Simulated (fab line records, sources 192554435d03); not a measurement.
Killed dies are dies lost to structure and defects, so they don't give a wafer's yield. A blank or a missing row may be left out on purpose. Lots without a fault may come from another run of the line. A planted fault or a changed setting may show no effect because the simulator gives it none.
fab line records | flow n5_finfet
record lots=22 wafers=66 last_day=18
route steps=1938 shown BEOL_M15@1773
lots that met no fault: from a run of the same line without faults
start_h: hours from the record's first day to the start of the lot's first wafer shown | wait_h: hours since the lot's step before | " the same as in the row above | L1.1+2: a row that stands for several wafers | - no value, or no start given | * or withheld: withheld | < > ~ a bound
route shown NAME@n: a module of which the file shows steps, and the number in the route of the first | usual: mean/standard deviation of fault-free wafers | same: alike in all rows | chamber/n: place in a boat | sites: the reading at each site | _std_site: their standard deviation | _edge_site: outer sites' mean less inner sites' | radius_mm: how far each site lies from the wafer's centre | mask NAME#n: copy n | behind: the tool/chamber that last shaped the wafer | hold: why the lot was held/for how many hours/how that ended | device: the transistor (n, p or np) that didn't switch | end of line: the same wafers' tests at the end of the route | a step without rows: its recipe alone | killed: dies lost to structure and defects at the first sort, not the wafer's yield | map: a wafer's dies, x killed, . not, _ none there
set.NAME: the setting as run; set.NAME@STEP: as run at that earlier step | model.NAME: the simulator's own value behind a step, which no gauge read
steps of the route over a sample of lots; a table a step, a row a wafer
services: from which hour (start_h, from the record's first day; less than 0 if before it) a tool's chamber was out of use, for how many hours, and why
## steps
# step N5_BEOL_M15_ILD_DEP_00
# recipe material=SiO2 target_thk_a=16293 temp_c=400 precursor=TEOS/O2 pressure_torr=6.5 rf_w=900 teos_flow_sccm=161.4 gas=O2 flow_sccm=2650 time_s=346.1
# usual chamber_pressure_Torr=6.498/0.016 heater_power_w=545/88 rf_fwd_power_W=898.2/2.9 showerhead_plenum_p_Torr=8.32/0.045 throttle_valve_pct=18.1/0.78
# columns lot.wafer tool chamber start_h wait_h chamber_pressure_Torr heater_power_w rf_fwd_power_W showerhead_plenum_p_Torr throttle_valve_pct
L074.3 pecvd-04 2 247.79 0.0 6.487 565 895.5 8.29 17.1
L074.4 " 1 " " 6.485 465 900.3 8.30 17.7
L074.6 " 2 " " 6.492 445 899.6 8.31 17.2
L075.2 pecvd-03 1 253.54 0.0 6.485 629 898.6 8.31 18.3
L075.4 " 2 " " 6.503 468 900.9 8.37 17.1
L075.5 " 1 " " 6.504 735 899.1 8.31 18.1
L076.1 pecvd-04 1 258.63 0.0 6.473 462 892.1 8.29 17.6
L076.4 " 0 " " 6.490 504 898.9 8.39 18.4
L076.6 " 1 " " 6.504 461 893.4 8.30 17.6
L077.1 pecvd-03 1 281.05 0.0 6.489 593 895.7 8.35 18.0
L077.3 " 0 " " 6.480 463 894.1 8.33 19.7
L077.4 " 2 " " 6.527 628 895.3 8.34 16.9
L079.1 pecvd-01 0 286.13 0.0 6.494 515 895.9 8.24 18.7
L079.5 " 1 " " 6.495 456 895.4 8.31 18.1
L079.6 " 2 " " 6.490 488 897.5 8.30 17.5
L080.1 pecvd-04 1 303.14 0.0 6.495 602 897.7 8.29 17.8
L080.3 " 2 " " 6.494 570 898.1 8.29 17.2
L080.4 " 0 " " 6.469 637 896.4 8.41 18.2
L081.2 pecvd-04 0 303.90 0.0 6.498 622 899.8 8.40 18.1
L081.3 " 2 " " 6.514 547 897.0 8.31 17.2
L081.4 " 1 " " 6.495 574 894.4 8.30 17.9
L084.3 pecvd-01 0 332.01 0.0 6.494 536 900.5 8.24 18.9
L084.5 " 0 " " 6.469 420 898.8 8.24 18.7
L084.6 " 1 " " 6.500 573 899.8 8.29 18.4
L087.3 pecvd-04 0 334.66 0.1 6.510 498 898.3 8.43 18.3
L087.4 " 2 " " 6.491 567 899.5 8.30 17.1
L087.6 " 2 " " 6.482 443 896.5 8.30 17.2
L083.2 pecvd-03 0 335.33 0.0 6.479 416 897.9 8.36 19.7
L083.5 " 1 " " 6.495 605 900.8 8.32 18.1
L083.6 " 0 " " 6.481 492 897.7 8.34 19.8
L082.4 pecvd-04 0 340.32 0.1 6.512 657 892.7 8.42 18.1
L082.5 " 0 " " 6.496 511 893.6 8.40 18.5
L082.6 " 2 " " 6.491 438 897.2 8.29 17.4
L086.4 pecvd-01 1 341.20 0.1 6.499 458 892.9 8.31 18.2
L086.5 " 0 " " 6.493 421 894.0 8.25 18.6
L086.6 " 2 " " 6.508 487 896.4 8.32 17.4
L085.2 pecvd-03 2 346.89 0.0 6.478 634 903.9 8.35 17.1
L085.3 " 1 " " 6.522 677 901.9 8.31 18.4
L085.6 " 1 " " 6.506 764 898.8 8.30 17.9
L088.1 pecvd-01 2 347.16 0.0 6.478 486 899.9 8.33 17.5
L088.2 " 0 " " 6.502 498 899.6 8.25 18.8
L088.4 " 0 " " 6.508 573 894.6 8.22 18.8
L089.1 pecvd-03 1 359.93 0.0 6.489 638 896.3 8.30 18.3
L089.4 " 0 " " 6.482 501 898.1 8.36 19.9
L089.6 " 2 " " 6.497 482 903.7 8.34 17.1
L091.1 pecvd-04 2 374.65 0.0 6.518 567 896.7 8.28 17.3
L091.2 " 1 " " 6.500 569 897.2 8.29 17.8
L091.3 " 2 " " 6.505 441 898.4 8.33 17.5
L090.1 pecvd-04 1 375.75 0.0 6.500 579 895.1 8.31 17.7
L090.3 " 1 " " 6.494 460 894.9 8.29 17.9
L090.6 " 1 " " 6.506 563 898.0 8.29 18.0
L093.1 pecvd-03 0 382.28 0.0 6.473 451 893.4 8.37 19.8
L093.2 " 2 " " 6.516 604 899.6 8.32 17.3
L093.4 " 0 " " 6.464 506 891.9 8.37 19.8
L095.2 pecvd-03 0 382.50 0.0 6.504 505 899.1 8.36 19.7
L095.4 " 1 " " 6.514 762 896.7 8.33 18.1
L095.6 " 2 " " 6.507 491 894.1 8.34 17.4
L094.2 pecvd-01 1 382.60 0.0 6.460 577 903.5 8.28 18.4
L094.5 " 0 " " 6.495 424 901.2 8.26 19.0
L094.6 " 1 " " 6.474 459 897.4 8.29 18.2
L096.1 pecvd-01 2 386.73 0.0 6.516 625 896.6 8.32 17.8
L096.2 " 0 " " 6.496 493 904.5 8.23 18.7
L096.3 " 2 " " 6.505 495 897.9 8.33 17.6
L097.1 pecvd-04 0 410.98 0.0 6.509 563 895.7 8.44 18.3
L097.2 " 2 " " 6.493 541 903.1 8.31 17.4
L097.5 " 2 " " 6.505 436 898.4 8.31 17.3
# step N5_BEOL_M15_CD_MEAS_10
# recipe target_cd_nm=360 landing_energy_ev=500 detector=se_inlens polarity=opening
# usual cd_nm=359.9/1.3
# columns lot.wafer tool chamber start_h wait_h cd_nm
L074.3 cd_sem-01 0 248.47 - 361.0
L074.4 " 0 " " 360.4
L074.6 " 0 " " 359.3
L075.2 cd_sem-01 0 254.09 - 357.9
L075.4 " 0 " " 358.1
L075.5 " 0 " " 359.3
L076.1 cd_sem-03 0 259.42 - 359.8
L076.4 " 0 " " 360.1
L076.6 " 0 " " 359.8
L077.1 cd_sem-01 0 281.73 - 359.7
L077.3 " 0 " " 361.2
L077.4 " 0 " " 361.2
L079.1 cd_sem-02 0 286.81 - 358.1
L079.5 " 0 " " 357.3
L079.6 " 0 " " 357.2
L080.1 cd_sem-01 0 303.82 - 358.7
L080.3 " 0 " " 358.2
L080.4 " 0 " " 357.9
L081.2 cd_sem-01 0 304.45 - 359.8
L081.3 " 0 " " 362.6
L081.4 " 0 " " 361.1
L084.3 cd_sem-02 0 332.57 - 360.4
L084.5 " 0 " " 359.7
L084.6 " 0 " " 358.4
L087.3 cd_sem-03 0 335.22 - 361.6
L087.4 " 0 " " 359.0
L087.6 " 0 " " 361.0
L083.2 cd_sem-01 0 335.89 - 363.2
L083.5 " 0 " " 360.8
L083.6 " 0 " " 362.1
L082.4 cd_sem-01 0 340.88 - 361.4
L082.5 " 0 " " 360.0
L082.6 " 0 " " 360.9
L086.4 cd_sem-03 0 341.78 - 360.8
L086.5 " 0 " " 359.4
L086.6 " 0 " " 359.6
L085.2 cd_sem-01 0 347.57 - 359.8
L085.3 " 0 " " 360.1
L085.6 " 0 " " 359.8
L088.1 cd_sem-01 0 347.72 - 361.3
L088.2 " 0 " " 361.1
L088.4 " 0 " " 360.6
L089.1 cd_sem-03 0 360.62 - 360.2
L089.4 " 0 " " 359.5
L089.6 " 0 " " 358.0
L091.1 cd_sem-01 0 375.46 - 359.2
L091.2 " 0 " " 360.7
L091.3 " 0 " " 361.1
L090.1 cd_sem-03 0 376.41 - 360.1
L090.3 " 0 " " 359.1
L090.6 " 0 " " 359.2
L093.1 cd_sem-02 0 382.83 - 358.3
L093.2 " 0 " " 358.6
L093.4 " 0 " " 357.9
L095.2 cd_sem-03 0 383.19 - 362.1
L095.4 " 0 " " 360.0
L095.6 " 0 " " 360.5
L094.2 cd_sem-01 0 383.35 - 360.4
L094.5 " 0 " " 361.0
L094.6 " 0 " " 359.7
L096.1 cd_sem-01 0 387.39 - 361.7
L096.2 " 0 " " 360.8
L096.3 " 0 " " 358.0
L097.1 cd_sem-02 0 411.66 - 359.6
L097.2 " 0 " " 360.6
L097.5 " 0 " " 359.6
# step N5_BEOL_M15_VIA_ETCH_16
# recipe chemistry=C4F8/O2/Ar target=SiO2 he_inner_torr=15 he_outer_torr=30 target_depth_a=17922 time_s=withheld ion_energy_ev=800 pressure_mtorr=20 source_w=1905 bias_w=2040 Ar_flow_sccm=400 C4F8_flow_sccm=16 O2_flow_sccm=12 ends=cleared
# usual drypump_motor_current_A=5.6/0.43 he_inner_torr=15.000/0.028 oes_product_au=0.69/0.071 rf_fwd_power_W=1901/5.3 rf_vpp_V=2225/22 showerhead_plenum_p_Torr=3.41/0.085 throttle_valve_pct=30.86/0.13
# columns lot.wafer tool chamber start_h wait_h drypump_motor_current_A he_inner_torr oes_product_au rf_fwd_power_W rf_vpp_V showerhead_plenum_p_Torr throttle_valve_pct
L074.3 rie_diel-05 2 248.64 0.0 6.1 15.045 0.70 1893 2262 3.44 30.80
L074.4 " 3 " " 5.9 14.942 0.66 1908 2224 3.43 30.89
L074.6 " 0 " " 4.8 14.994 0.62 1896 2235 3.52 30.89
L075.2 rie_diel-03 0 254.27 0.0 5.6 14.960 0.66 1905 2211 3.41 30.65
L075.4 " 3 " " 6.2 15.020 0.72 1909 2234 3.33 30.87
L075.5 " 1 " " 5.3 15.006 0.63 1897 2217 3.54 31.05
L076.1 rie_diel-03 3 259.59 0.0 6.2 14.985 0.72 1905 2232 3.33 30.85
L076.4 " 1 " " 5.3 15.002 0.63 1901 2218 3.54 31.07
L076.6 " 3 " " 6.2 14.961 0.72 1911 2235 3.33 30.87
L077.1 rie_diel-05 3 281.90 0.0 5.8 14.999 0.64 1897 2224 3.42 30.90
L077.3 " 2 " " 6.1 14.969 0.68 1896 2262 3.43 30.82
L077.4 " 3 " " 5.8 14.992 0.64 1902 2225 3.42 30.88
L079.1 rie_diel-05 1 286.99 0.0 5.8 14.957 0.64 1904 2181 3.30 30.74
L079.5 " 2 " " 6.1 15.042 0.68 1897 2260 3.43 30.83
L079.6 " 3 " " 5.8 15.010 0.64 1904 2224 3.42 30.89
L080.1 rie_diel-03 0 304.00 0.0 5.6 14.995 0.65 1904 2210 3.41 30.65
L080.3 " 2 " " 5.4 15.014 0.78 1894 2246 3.36 30.94
L080.4 " 3 " " 6.2 15.008 0.71 1908 2235 3.33 30.89
L081.2 rie_diel-05 1 304.63 0.0 5.8 14.993 0.63 1891 2182 3.29 30.74
L081.3 " 2 " " 6.1 15.025 0.67 1902 2260 3.43 30.83
L081.4 " 0 " " 4.8 15.018 0.87 1903 2235 3.51 30.74
L084.3 rie_diel-05 0 332.74 0.0 4.8 15.036 0.84 1905 2234 3.51 30.76
L084.5 " 2 " " 6.1 14.983 0.67 1899 2260 3.43 30.83
L084.6 " 1 " " 5.8 15.024 0.64 1900 2180 3.29 30.76
L087.3 rie_diel-03 3 335.39 0.0 6.2 15.015 0.70 1910 2232 3.32 30.89
L087.4 " 3 " " 6.2 14.966 0.70 1906 2233 3.32 30.86
L087.6 " 2 " " 5.4 15.024 0.76 1907 2245 3.35 30.95
L083.2 rie_diel-05 1 336.06 0.0 5.8 14.991 0.63 1905 2182 3.29 30.76
L083.5 " 1 " " 5.8 15.002 0.64 1897 2182 3.29 30.76
L083.6 " 0 " " 4.8 15.033 0.85 1892 2235 3.51 30.78
L082.4 rie_diel-05 2 341.05 0.0 6.1 15.028 0.66 1898 2259 3.42 30.84
L082.5 " 1 " " 5.8 15.014 0.64 1903 2181 3.29 30.75
L082.6 " 2 " " 6.1 15.035 0.67 1901 2261 3.42 30.83
L086.4 rie_diel-04 2 341.95 0.0 5.3 15.034 0.77 1895 2226 3.36 30.73
L086.5 " 3 " " 5.3 14.980 0.61 1898 2240 3.55 31.23
L086.6 " 2 " " 5.3 15.014 0.77 1902 2226 3.36 30.73
L085.2 rie_diel-05 3 347.89 0.0 5.8 14.958 0.63 1898 2223 3.41 30.91
L085.3 " 0 " " 4.8 15.009 0.84 1905 2234 3.51 30.77
L085.6 " 2 " " 6.1 14.982 0.66 1903 2261 3.42 30.83
L088.1 rie_diel-04 1 348.34 0.0 4.9 15.017 0.72 1914 2208 3.60 31.12
L088.2 " 2 " " 5.3 15.027 0.77 1911 2226 3.36 30.74
L088.4 " 3 " " 5.3 15.022 0.62 1897 2239 3.55 31.22
L089.1 rie_diel-05 3 361.00 0.0 5.9 15.001 0.63 1904 2221 3.41 30.91
L089.4 " 0 " " 4.8 15.017 0.82 1900 2235 3.50 30.76
L089.6 " 2 " " 6.1 15.018 0.66 1905 2259 3.42 30.84
L091.1 rie_diel-03 1 375.63 0.0 5.3 14.981 0.83 1910 2217 3.52 30.89
L091.2 " 0 " " 5.6 14.943 0.64 1905 2208 3.39 30.68
L091.3 " 2 " " 5.4 15.006 0.75 1898 2243 3.35 30.94
L090.1 rie_diel-03 0 376.58 0.0 5.6 15.025 0.63 1906 2210 3.39 30.67
L090.3 " 2 " " 5.4 14.946 0.75 1901 2244 3.35 30.96
L090.6 " 1 " " 5.3 14.962 0.83 1900 2216 3.52 30.87
L093.1 rie_diel-03 1 383.01 0.0 5.3 14.999 0.83 1897 2218 3.52 30.89
L093.2 " 2 " " 5.4 15.040 0.75 1901 2243 3.34 30.94
L093.4 " 0 " " 5.6 14.997 0.64 1905 2210 3.39 30.67
L095.2 rie_diel-03 1 383.42 0.0 5.3 15.032 0.84 1905 2218 3.52 30.90
L095.4 " 3 " " 6.2 15.007 0.68 1911 2234 3.31 30.91
L095.6 " 0 " " 5.6 14.983 0.64 1907 2208 3.39 30.68
L094.2 rie_diel-03 1 383.83 0.0 5.3 14.968 0.82 1904 2218 3.52 30.88
L094.5 " 0 " " 5.6 15.004 0.64 1906 2210 3.39 30.67
L094.6 " 1 " " 5.3 15.001 0.83 1899 2217 3.52 30.88
L096.1 rie_diel-04 3 387.84 0.0 5.3 14.942 0.61 1900 2238 3.55 31.27
L096.2 " 2 " " 5.3 14.984 0.75 1902 2226 3.35 30.75
L096.3 " 1 " " 4.9 14.995 0.72 1903 2208 3.59 31.12
L097.1 rie_diel-03 3 412.02 0.0 6.2 15.022 0.67 1897 2231 3.31 30.91
L097.2 " 2 " " 5.4 14.988 0.73 1900 2243 3.34 30.96
L097.5 " 2 " " 5.4 14.979 0.75 1894 2243 3.34 30.97
# step N5_BEOL_M15_TRENCH_ETCH_34
# recipe chemistry=C4F8/O2/Ar target=SiO2 target_depth_a=8729.3 he_inner_torr=15 he_outer_torr=30 time_s=199 ion_energy_ev=800 pressure_mtorr=20 source_w=1905 bias_w=2040 Ar_flow_sccm=400 C4F8_flow_sccm=16 O2_flow_sccm=12
# usual drypump_motor_current_A=5.5/0.42 he_inner_torr=15.002/0.029 oes_product_au=0.77/0.078 rf_fwd_power_W=1899/5.9 rf_vpp_V=2225/18 showerhead_plenum_p_Torr=3.43/0.096 throttle_valve_pct=30.94/0.17
# columns lot.wafer tool chamber start_h wait_h drypump_motor_current_A he_inner_torr oes_product_au rf_fwd_power_W rf_hours_counter_h rf_vpp_V showerhead_plenum_p_Torr throttle_valve_pct
L074.3 rie_diel-04 1 250.67 0.0 4.9 15.072 0.84 1906 77 2211 3.62 31.13
L074.4 " 3 " " 5.3 14.989 0.71 1903 188 2240 3.57 31.24
L074.6 " 2 " " 5.3 14.987 0.89 1902 - 2227 3.38 30.74
L075.2 rie_diel-03 0 255.73 0.0 5.6 15.005 0.73 1899 201 2212 3.41 30.68
L075.4 " 1 " " 5.2 14.999 0.70 1907 230 2221 3.54 31.07
L075.5 " 3 " " 6.2 15.012 0.80 1903 - 2234 3.33 30.88
L076.1 rie_diel-05 1 261.18 0.0 5.8 15.063 0.71 1891 191 2182 3.30 30.77
L076.4 " 3 " " 5.8 14.997 0.72 1889 168 2223 3.43 30.92
L076.6 " 2 " " 6.1 15.050 0.75 1886 - 2262 3.44 30.82
L077.1 rie_diel-05 1 283.59 0.0 5.8 14.963 0.71 1901 197 2182 3.30 30.76
L077.3 " 2 " " 6.1 14.990 0.76 1901 170 2262 3.43 30.82
L077.4 " 3 " " 5.8 15.010 0.71 1911 - 2224 3.42 30.91
L079.1 rie_diel-04 3 288.52 0.0 5.2 15.010 0.70 1906 197 2239 3.56 31.25
L079.5 " 0 " " 5.7 15.060 0.74 1893 - 2218 3.41 30.97
L079.6 " 3 " " 5.2 14.994 0.70 1896 - 2241 3.56 31.24
L080.1 rie_diel-03 2 305.76 0.0 5.4 15.001 0.87 1902 52 2244 3.36 30.96
L080.3 " 0 " " 5.6 14.983 0.72 1894 215 2211 3.41 30.69
L080.4 " 3 " " 6.2 15.003 0.78 1901 105 2233 3.33 30.92
L081.2 rie_diel-05 0 306.42 0.0 4.7 14.991 0.96 1905 2 2235 3.51 30.76
L081.3 " 3 " " 5.8 15.010 0.71 1903 181 2222 3.42 30.92
L081.4 " 2 " " 6.1 15.009 0.74 1883 176 2262 3.43 30.83
L084.3 rie_diel-04 1 334.51 0.0 4.9 14.953 0.82 1908 100 2208 3.61 31.14
L084.5 " 0 " " 5.6 14.968 0.72 1900 - 2218 3.40 30.99
L084.6 " 3 " " 5.3 15.022 0.69 1903 - 2240 3.55 31.25
L087.3 rie_diel-04 1 336.87 0.0 4.9 14.994 0.81 1895 101 2208 3.60 31.14
L087.4 " 3 " " 5.2 15.094 0.69 1898 211 2238 3.55 31.26
L087.6 " 0 " " 5.6 15.017 0.72 1900 - 2218 3.40 31.00
L083.2 rie_diel-03 3 337.60 0.0 6.2 15.042 0.77 1905 117 2235 3.32 30.92
L083.5 " 3 " " 6.2 15.033 0.77 1907 - 2233 3.32 30.91
L083.6 " 2 " " 5.4 15.025 0.85 1898 - 2244 3.35 30.98
L082.4 rie_diel-04 1 342.51 0.0 4.9 15.009 0.81 1895 102 2207 3.60 31.15
L082.5 " 1 " " 4.9 15.002 0.81 1894 - 2208 3.60 31.12
L082.6 " 2 " " 5.3 14.948 0.85 1901 - 2227 3.36 30.77
L086.4 rie_diel-04 2 343.53 0.0 5.3 14.973 0.85 1903 64 2227 3.36 30.75
L086.5 " 2 " " 5.3 15.001 0.86 1898 - 2227 3.36 30.77
L086.6 " 3 " " 5.3 15.006 0.69 1900 - 2239 3.55 31.25
L085.2 rie_diel-03 1 350.28 0.0 5.3 15.009 0.95 1905 4 2217 3.53 30.89
L085.3 " 0 " " 5.6 14.972 0.71 1896 230 2212 3.40 30.69
L085.6 " 2 " " 5.4 14.974 0.85 1899 - 2244 3.35 30.95
L088.1 rie_diel-05 3 350.34 0.0 5.8 15.041 0.70 1905 193 2223 3.41 30.91
L088.2 " 0 " " 4.8 15.001 0.92 1896 15 2235 3.51 30.80
L088.4 " 1 " " 5.8 15.015 0.70 1903 217 2181 3.29 30.81
L089.1 rie_diel-05 1 362.59 0.0 5.8 15.004 0.69 1898 220 2181 3.28 30.79
L089.4 " 0 " " 4.7 14.999 0.91 1900 18 2235 3.50 30.81
L089.6 " 0 " " 4.7 14.986 0.91 1901 - 2234 3.50 30.79
L091.1 rie_diel-04 3 377.28 0.0 5.2 15.028 0.69 1908 220 2240 3.55 31.28
L091.2 " 1 " " 4.9 14.986 0.80 1903 116 2209 3.60 31.18
L091.3 " 2 " " 5.3 15.019 0.84 1902 76 2226 3.36 30.78
L090.1 rie_diel-03 0 378.19 0.0 5.6 15.039 0.71 1893 237 2209 3.39 30.72
L090.3 " 3 " " 6.2 15.013 0.76 1906 131 2234 3.31 30.92
L090.6 " 3 " " 6.2 15.012 0.76 1903 - 2232 3.31 30.94
L093.1 rie_diel-04 3 385.30 0.0 5.2 15.030 0.68 1895 224 2239 3.55 31.27
L093.2 " 1 " " 4.9 14.966 0.78 1893 120 2208 3.59 31.15
L093.4 " 1 " " 4.9 15.014 0.80 1899 - 2206 3.59 31.17
L095.2 rie_diel-03 3 385.77 0.0 6.2 14.976 0.76 1894 134 2233 3.31 30.94
L095.4 " 2 " " 5.4 14.993 0.83 1904 81 2245 3.34 30.96
L095.6 " 0 " " 5.6 15.019 0.70 1890 - 2210 3.39 30.73
L094.2 rie_diel-04 2 386.06 0.0 5.3 14.959 0.83 1903 81 2226 3.35 30.77
L094.5 " 1 " " 4.9 14.943 0.79 1906 - 2208 3.59 31.18
L094.6 " 3 " " 5.2 15.013 0.67 1897 - 2238 3.55 31.27
L096.1 rie_diel-05 2 389.56 0.0 6.1 15.021 0.72 1890 202 2259 3.42 30.87
L096.2 " 3 " " 5.9 15.012 0.69 1892 206 2221 3.41 30.96
L096.3 " 1 " " 5.8 14.963 0.70 1889 230 2180 3.28 30.79
L097.1 rie_diel-03 2 413.58 0.0 5.4 15.029 0.81 1908 93 2242 3.34 30.99
L097.2 " 3 " " 6.2 15.015 0.74 1893 145 2232 3.31 30.93
L097.5 " 2 " " 5.4 15.012 0.81 1899 - 2243 3.34 31.01
# step N5_BEOL_M15_SPUTTER_43
# recipe material=TaN target_thk_a=150 temp_c=50 bias_v=168.6 power_w=15000 chamber_pressure_pa=0.12 time_s=24.19
# usual throttle_valve_pct=30.0/1.1
# columns lot.wafer tool chamber start_h wait_h throttle_valve_pct
L074.3 pvd_sputter-02 - 256.10 0.0 30.8
L074.4 " - " " 29.4
L074.6 " - " " 29.5
L075.2 pvd_sputter-01 - 262.03 0.0 31.1
L075.4 " - " " 31.3
L075.5 " - " " 31.2
L076.1 pvd_sputter-03 - 264.79 0.0 32.1
L076.4 " - " " 28.2
L076.6 " - " " 28.3
L077.1 pvd_sputter-03 - 286.14 0.0 28.1
L077.3 " - " " 31.8
L077.4 " - " " 27.9
L079.1 pvd_sputter-03 - 294.24 0.0 30.6
L079.5 " - " " 28.4
L079.6 " - " " 30.5
L080.1 pvd_sputter-03 - 306.88 0.0 32.0
L080.3 " - " " 28.3
L080.4 " - " " 30.6
L081.2 pvd_sputter-01 - 311.81 0.0 29.9
L081.3 " - " " 31.0
L081.4 " - " " 29.0
L084.3 pvd_sputter-01 - 337.12 0.0 29.2
L084.5 " - " " 29.1
L084.6 " - " " 30.0
L087.3 pvd_sputter-01 - 338.16 0.0 31.1
L087.4 " - " " 30.2
L087.6 " - " " 29.2
L083.2 pvd_sputter-01 - 338.98 0.0 29.2
L083.5 " - " " 31.2
L083.6 " - " " 28.9
L082.4 pvd_sputter-01 - 344.74 0.0 29.0
L082.5 " - " " 29.0
L082.6 " - " " 31.0
L086.4 pvd_sputter-01 - 345.18 0.0 28.9
L086.5 " - " " 30.6
L086.6 " - " " 31.6
L085.2 pvd_sputter-01 - 353.05 0.0 30.4
L085.3 " - " " 29.0
L085.6 " - " " 30.1
L088.1 pvd_sputter-02 - 353.12 0.0 29.1
L088.2 " - " " 30.6
L088.4 " - " " 29.7
L089.1 pvd_sputter-02 - 364.82 0.0 29.5
L089.4 " - " " 29.5
L089.6 " - " " 29.3
L091.1 pvd_sputter-02 - 380.33 0.0 29.0
L091.2 " - " " 30.7
L091.3 " - " " 29.8
L090.1 pvd_sputter-02 - 380.77 0.0 29.4
L090.3 " - " " 29.6
L090.6 " - " " 30.7
L093.1 pvd_sputter-02 - 388.11 0.0 29.4
L093.2 " - " " 29.2
L093.4 " - " " 29.5
L095.2 pvd_sputter-03 - 388.64 0.0 28.3
L095.4 " - " " 28.3
L095.6 " - " " 32.1
L094.2 pvd_sputter-03 - 394.29 0.0 28.3
L094.5 " - " " 30.5
L094.6 " - " " 28.1
L096.1 pvd_sputter-01 - 396.31 0.0 28.7
L096.2 " - " " 31.3
L096.3 " - " " 31.0
L097.1 pvd_sputter-02 - 416.72 0.0 29.7
L097.2 " - " " 30.6
L097.5 " - " " 29.3
# step N5_BEOL_M15_DEP_53
# recipe material=SiCN target_thk_a=500 temp_c=withheld precursor=3MS/NH3 pressure_torr=3 rf_w=675 time_s=17.8
# usual chamber_pressure_Torr=3.000/0.0076 rf_fwd_power_W=666/3.1 showerhead_plenum_p_Torr=4.142/0.029 throttle_valve_pct=17.6/0.77
# columns lot.wafer tool chamber start_h wait_h chamber_pressure_Torr rf_fwd_power_W showerhead_plenum_p_Torr throttle_valve_pct
L074.3 pecvd-04 0 257.29 0.0 3.004 664 4.196 17.5
L074.4 " 0 " " 2.997 665 4.200 17.7
L074.6 " 2 " " 3.001 669 4.130 16.5
L075.2 pecvd-01 0 263.21 0.0 2.986 667 4.108 18.2
L075.4 " 0 " " 2.989 670 4.098 18.2
L075.5 " 1 " " 3.016 665 4.131 17.8
L076.1 pecvd-04 2 265.96 0.0 3.000 670 4.140 16.5
L076.4 " 2 " " 2.989 668 4.133 16.7
L076.6 " 1 " " 3.005 661 4.129 17.0
L077.1 pecvd-01 2 287.31 0.0 3.002 665 4.143 16.8
L077.3 " 1 " " 3.001 662 4.130 17.4
L077.4 " 1 " " 3.004 661 4.126 17.7
L079.1 pecvd-04 0 295.54 0.0 2.989 669 4.195 17.4
L079.5 " 1 " " 3.009 663 4.125 17.6
L079.6 " 2 " " 3.005 665 4.134 16.6
L080.1 pecvd-03 0 308.10 0.0 3.004 665 4.175 18.9
L080.3 " 1 " " 2.995 660 4.142 17.4
L080.4 " 1 " " 2.999 661 4.148 17.7
L081.2 pecvd-03 2 312.99 0.0 3.001 669 4.155 16.6
L081.3 " 1 " " 2.998 660 4.145 17.5
L081.4 " 2 " " 3.011 672 4.150 16.7
L084.3 pecvd-04 2 338.32 0.0 3.004 671 4.124 16.6
L084.5 " 0 " " 3.000 666 4.204 17.3
L084.6 " 2 " " 3.013 667 4.125 16.9
L087.3 pecvd-01 2 339.33 0.0 2.992 665 4.129 17.0
L087.4 " 1 " " 3.013 664 4.123 17.6
L087.6 " 2 " " 3.004 670 4.138 16.9
L083.2 pecvd-01 1 340.32 0.0 3.003 662 4.125 17.8
L083.5 " 1 " " 2.993 662 4.122 17.3
L083.6 " 2 " " 3.004 669 4.144 17.1
L082.4 pecvd-04 0 345.95 0.0 3.016 671 4.206 17.9
L082.5 " 2 " " 3.007 667 4.135 17.0
L082.6 " 0 " " 3.005 671 4.204 17.8
L086.4 pecvd-03 0 346.37 0.0 3.002 667 4.159 19.0
L086.5 " 2 " " 2.992 668 4.159 16.7
L086.6 " 1 " " 3.000 663 4.144 17.7
L085.2 pecvd-01 1 354.22 0.0 2.997 664 4.137 17.6
L085.3 " 2 " " 3.006 669 4.137 17.1
L085.6 " 0 " " 2.998 664 4.094 18.4
L088.1 pecvd-04 0 354.31 0.0 3.003 667 4.196 17.6
L088.2 " 1 " " 3.004 662 4.123 17.1
L088.4 " 1 " " 2.996 662 4.130 17.3
L089.1 pecvd-01 1 366.13 0.0 3.009 660 4.123 17.3
L089.4 " 1 " " 3.001 663 4.133 17.9
L089.6 " 0 " " 2.999 666 4.099 18.0
L091.1 pecvd-03 1 381.58 0.0 3.002 662 4.136 17.7
L091.2 " 0 " " 2.992 666 4.178 19.3
L091.3 " 2 " " 3.020 669 4.160 16.5
L090.1 pecvd-01 2 382.26 0.0 3.009 667 4.133 16.9
L090.3 " 0 " " 3.009 668 4.102 18.4
L090.6 " 0 " " 3.004 666 4.098 18.2
L093.1 pecvd-03 0 389.54 0.0 3.000 664 4.163 19.1
L093.2 " 1 " " 2.996 660 4.151 17.7
L093.4 " 2 " " 3.007 670 4.157 16.6
L095.2 pecvd-03 0 390.06 0.0 2.992 669 4.166 19.3
L095.4 " 1 " " 2.998 667 4.136 17.9
L095.6 " 2 " " 3.000 665 4.164 16.6
L094.2 pecvd-03 0 395.46 0.0 3.001 667 4.166 19.5
L094.5 " 0 " " 2.988 667 4.154 19.2
L094.6 " 2 " " 3.007 667 4.153 16.4
L096.1 pecvd-01 0 397.83 0.1 2.995 670 4.095 18.3
L096.2 " 0 " " 2.994 666 4.104 18.1
L096.3 " 0 " " 2.993 668 4.099 18.4
L097.1 pecvd-04 2 418.06 0.0 3.008 670 4.137 16.9
L097.2 " 0 " " 3.003 669 4.202 17.7
L097.5 " 1 " " 3.007 663 4.114 17.3
## services
# columns tool chamber start_h hours kind
pecvd-01 2 240.72 - clean
pecvd-04 2 258.13 2.1 scheduled_down
rie_diel-03 3 260.74 9.0 repair
rie_diel-05 - 265.48 2.8 pm
rie_diel-05 0 278.99 - clean
rie_diel-05 0 278.99 - consumable_replace:focus_ring
rie_diel-05 0 278.99 22.2 scheduled_down
rie_diel-05 0 278.99 22.2 vent_cycle
rie_diel-04 0 312.76 5.1 repair
rie_diel-03 1 323.78 - clean
rie_diel-03 1 323.78 - consumable_replace:focus_ring
rie_diel-03 1 323.78 14.6 scheduled_down
rie_diel-03 1 323.78 14.6 vent_cycle
pecvd-04 1 329.83 17.9 repair
pecvd-03 1 336.96 6.6 repair
rie_diel-03 0 340.47 4.7 repair
pecvd-04 - 361.46 1.3 repair
pecvd-04 0 371.53 5.5 scheduled_down
pecvd-04 1 378.76 5.5 scheduled_down
rie_diel-05 - 395.99 27.4 repair
rie_diel-04 0 398.22 5.7 repair
rie_diel-03 1 410.16 5.3 repair
rie_diel-03 0 415.70 - clean
rie_diel-03 0 415.70 - consumable_replace:focus_ring
## key
fault none
